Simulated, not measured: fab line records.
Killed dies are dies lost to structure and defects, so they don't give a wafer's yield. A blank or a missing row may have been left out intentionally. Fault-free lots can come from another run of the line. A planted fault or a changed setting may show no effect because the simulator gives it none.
Matching of chambers + flow n5-finfet + 4 sister chambers for N5_HKMG_FIN_ETCH_35 on rie-diel-04
The step etches SOC in N2/H2, target depth 215.8 nm, time 243.4 s. 18 wafers are shown with their chamber, then 9 later ones without.

== WAFERS, EACH WITH ITS CHAMBER ==
| wafer  | chamber | showerhead-plenum-p-Torr (Torr) | drypump-motor-current-A (A) | throttle-valve-pct (%) |
|--------|---------|---------------------------------|-----------------------------|------------------------|
| L077.1 | 2       | 2.60                            | 5.8                         | 18.03                  |
| L077.2 | 0       | 2.57                            | 4.8                         | 17.60                  |
| L077.3 | 1       | 2.64                            | 5.9                         | 17.61                  |
| L077.4 | 3       | 2.44                            | 5.8                         | 17.83                  |
| L077.5 | 3       | 2.43                            | 5.8                         | 17.82                  |
| L077.6 | 2       | 2.60                            | 5.8                         | 18.02                  |
| L079.3 | 3       | 2.43                            | 5.8                         | 17.84                  |
| L079.4 | 0       | 2.57                            | 4.7                         | 17.62                  |
| L079.6 | 2       | 2.60                            | 5.8                         | 18.03                  |
| L082.1 | 0       | 2.57                            | 4.8                         | 17.61                  |
| L082.2 | 1       | 2.64                            | 5.9                         | 17.62                  |
| L082.5 | 3       | 2.43                            | 5.7                         | 17.87                  |
| L087.1 | 2       | 2.59                            | 5.8                         | 18.08                  |
| L087.2 | 3       | 2.42                            | 5.8                         | 17.87                  |
| L087.3 | 1       | 2.63                            | 5.9                         | 17.64                  |
| L086.3 | 2       | 2.59                            | 5.8                         | 18.09                  |
| L086.4 | 1       | 2.63                            | 6.0                         | 17.65                  |
| L086.6 | 1       | 2.63                            | 5.9                         | 17.64                  |

SIGNATURES, as means of the wafers listed above
| reading                  | chamber 0 | chamber 1 | chamber 2 | chamber 3 | scatter within a chamber |
|--------------------------|-----------|-----------|-----------|-----------|--------------------------|
| showerhead-plenum-p-Torr | 2.5700    | 2.6340    | 2.5960    | 2.4300    | 0.00561                  |
| drypump-motor-current-A  | 4.767     | 5.920     | 5.800     | 5.780     | 0.0402                   |
| throttle-valve-pct       | 17.6100   | 17.6320   | 18.0500   | 17.8460   | 0.0233                   |
Rule: for a wafer and a chamber, the distance is found by dividing, reading by reading, the gap between the wafer's reading and the chamber's mean by the reading's scatter, squaring, summing and taking the root. If the next closest chamber is less than 2 further off than the closest, the wafer can't be placed; otherwise it belongs to the closest. The scatter: the root of (the sum of the squares of (reading less its chamber's mean) over the shown wafers, divided by (wafers less chambers)).

== WAFERS WHOSE CHAMBER IS MISSING ==
| wafer  | showerhead-plenum-p-Torr (Torr) | drypump-motor-current-A (A) | throttle-valve-pct (%) |
|--------|---------------------------------|-----------------------------|------------------------|
| L091.2 | 2.42                            | 5.8                         | 17.91                  |
| L091.4 | 2.58                            | 5.8                         | 18.09                  |
| L091.6 | 2.58                            | 5.8                         | 18.09                  |
| L095.2 | 2.55                            | 4.7                         | 17.66                  |
| L095.3 | 2.42                            | 5.8                         | 17.91                  |
| L095.4 | 2.58                            | 5.8                         | 18.09                  |
| L097.1 | 2.62                            | 5.9                         | 17.68                  |
| L097.2 | 2.42                            | 5.8                         | 17.93                  |
| L097.3 | 2.55                            | 4.8                         | 17.68                  |

== WHICH CHAMBER EACH ONE RAN IN ==
| wafer  | from the rows above | in truth |
|--------|---------------------|----------|
| L091.2 | 3                   | 3        |
| L091.4 | 2                   | 2        |
| L091.6 | 2                   | 2        |
| L095.2 | 0                   | 0        |
| L095.3 | 3                   | 3        |
| L095.4 | 2                   | 2        |
| L097.1 | 1                   | 1        |
| L097.2 | 3                   | 3        |
| L097.3 | 0                   | 0        |
Correctly placed: 9 of 9. Number that these rows cannot place: 0. Placed wrongly: 0.
